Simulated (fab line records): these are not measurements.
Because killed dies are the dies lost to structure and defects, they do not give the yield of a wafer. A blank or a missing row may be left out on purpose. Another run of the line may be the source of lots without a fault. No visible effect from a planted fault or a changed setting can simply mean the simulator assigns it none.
Split-lot study :: flow n5 finfet :: on a route of 1938 steps: 7 lots, 21 wafers read

## THE SPLIT
At N5_BEOL_M0_SAQP_ETCH_107 (etches SiNx in CH3F/O2, target depth 30 nm), the setting bias w was moved away from the recipe's 73 W on 7 of the 21 wafers read, by -12.7% to +15.5%. All remaining wafers had this setting at the recipe value.

Reading taken at the split's own step.

## THE READING
rf vpp V, in V, at N5_BEOL_M0_SAQP_ETCH_107 (etches SiNx in CH3F/O2, target depth 30 nm). Typical for fault-free wafers on this fab line: 299 V, with standard deviation 3.6 V.

wafer: L075.3
tool, chamber at the split: rie diel-04, 1
bias w as run, W: 73
against the recipe: recipe
rf vpp V, V: 302
against lot-mates on the recipe: -

wafer: L075.4
tool, chamber at the split: rie diel-04, 1
bias w as run, W: 73
against the recipe: recipe
rf vpp V, V: 303
against lot-mates on the recipe: -

wafer: L075.6
tool, chamber at the split: rie diel-04, 2
bias w as run, W: 84.33
against the recipe: +15.5%
rf vpp V, V: 332
against lot-mates on the recipe: +30

wafer: L076.2
tool, chamber at the split: rie diel-04, 0
bias w as run, W: 73
against the recipe: recipe
rf vpp V, V: 298
against lot-mates on the recipe: -

wafer: L076.3
tool, chamber at the split: rie diel-04, 2
bias w as run, W: 73
against the recipe: recipe
rf vpp V, V: 296
against lot-mates on the recipe: -

wafer: L076.5
tool, chamber at the split: rie diel-04, 1
bias w as run, W: 73
against the recipe: recipe
rf vpp V, V: 303
against lot-mates on the recipe: -

wafer: L078.3
tool, chamber at the split: rie diel-05, 2
bias w as run, W: 73
against the recipe: recipe
rf vpp V, V: 295
against lot-mates on the recipe: -

wafer: L078.4
tool, chamber at the split: rie diel-05, 0
bias w as run, W: 73
against the recipe: recipe
rf vpp V, V: 300
against lot-mates on the recipe: -

wafer: L078.6
tool, chamber at the split: rie diel-05, 3
bias w as run, W: 81.12
against the recipe: +11.1%
rf vpp V, V: 321
against lot-mates on the recipe: +24

wafer: L081.1
tool, chamber at the split: rie diel-06, 2
bias w as run, W: 73
against the recipe: recipe
rf vpp V, V: 304
against lot-mates on the recipe: -

wafer: L081.2
tool, chamber at the split: rie diel-06, 3
bias w as run, W: 83.15
against the recipe: +13.9%
rf vpp V, V: 334
against lot-mates on the recipe: +30

wafer: L081.5
tool, chamber at the split: rie diel-06, 2
bias w as run, W: 83.15
against the recipe: +13.9%
rf vpp V, V: 337
against lot-mates on the recipe: +33

wafer: L086.1
tool, chamber at the split: rie diel-06, 0
bias w as run, W: 73
against the recipe: recipe
rf vpp V, V: 303
against lot-mates on the recipe: -

wafer: L086.2
tool, chamber at the split: rie diel-06, 2
bias w as run, W: 73
against the recipe: recipe
rf vpp V, V: 304
against lot-mates on the recipe: -

wafer: L086.4
tool, chamber at the split: rie diel-06, 0
bias w as run, W: 73
against the recipe: recipe
rf vpp V, V: 301
against lot-mates on the recipe: -

wafer: L087.1
tool, chamber at the split: rie diel-04, 3
bias w as run, W: 82.74
against the recipe: +13.3%
rf vpp V, V: 324
against lot-mates on the recipe: +21

wafer: L087.3
tool, chamber at the split: rie diel-04, 1
bias w as run, W: 73
against the recipe: recipe
rf vpp V, V: 303
against lot-mates on the recipe: -

wafer: L087.4
tool, chamber at the split: rie diel-04, 0
bias w as run, W: 82.74
against the recipe: +13.3%
rf vpp V, V: 330
against lot-mates on the recipe: +27

wafer: L096.3
tool, chamber at the split: rie diel-06, 3
bias w as run, W: 73
against the recipe: recipe
rf vpp V, V: 302
against lot-mates on the recipe: -

wafer: L096.4
tool, chamber at the split: rie diel-06, 0
bias w as run, W: 73
against the recipe: recipe
rf vpp V, V: 301
against lot-mates on the recipe: -

wafer: L096.5
tool, chamber at the split: rie diel-06, 0
bias w as run, W: 63.71
against the recipe: -12.7%
rf vpp V, V: 268
against lot-mates on the recipe: -34

FIT RESULTS
A straight line over all 21 wafers: rf vpp V changes by +2.22 V for each +1% of bias w; r = +0.98; the points scatter about the line by 3.5 V.
The same after taking each lot's own level away (the mean of its wafers on the recipe; 21 wafers): +2.14 V for each +1%; r = +0.98; scatter 2.9 V.
Per that fit: largest bias w move, reading shift of 33 V.
The lots' own levels span 297.5 to 304.0 V, that is 1.8 times the standard deviation above.
The two slopes agree, so the slope changes little with the lot-to-lot level.
Check: +33.1 V against its lot-mates is what the line predicts for one of the wafers moved furthest among these (+15.5%) when that wafer is left out of the fit. Against them it came out at +29.5 V.
Tool readings at the split's step, against how far the setting was moved: rf vpp V r = +0.98.

## OTHER SPLITS APPLIED TO THESE WAFERS
Note: prior to the reading, these wafers also went through further splits. Each is held against what the fit with the lots' levels taken away leaves over:
other split on the same wafers: N5_HKMG_FIN_HK_ALD_01 ald cycles
wafers away from the commonest value: 6
r with rf vpp V (lot level and that fit taken away): +0.22

other split on the same wafers: N5_HKMG_FIN_EXPOSE_46 dose mj
wafers away from the commonest value: 4
r with rf vpp V (lot level and that fit taken away): +0.16

other split on the same wafers: N5_GATE_CUT_COAT_34 spin rpm
wafers away from the commonest value: 4
r with rf vpp V (lot level and that fit taken away): +0.16

other split on the same wafers: N5_GATE_CUT_COAT_27 spin rpm
wafers away from the commonest value: 5
r with rf vpp V (lot level and that fit taken away): +0.35

other split on the same wafers: N5_MOL_CONTACT_COAG_VIA_ETCH_117 bias w
wafers away from the commonest value: 7
r with rf vpp V (lot level and that fit taken away): -0.11

other split on the same wafers: N5_BEOL_M0_SAQP_ETCH_106 target depth a
wafers away from the commonest value: 4
r with rf vpp V (lot level and that fit taken away): +0.09

## FILE'S OWN FIT
rf vpp V changes by +2.12 V for each +1% of bias w, r = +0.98.
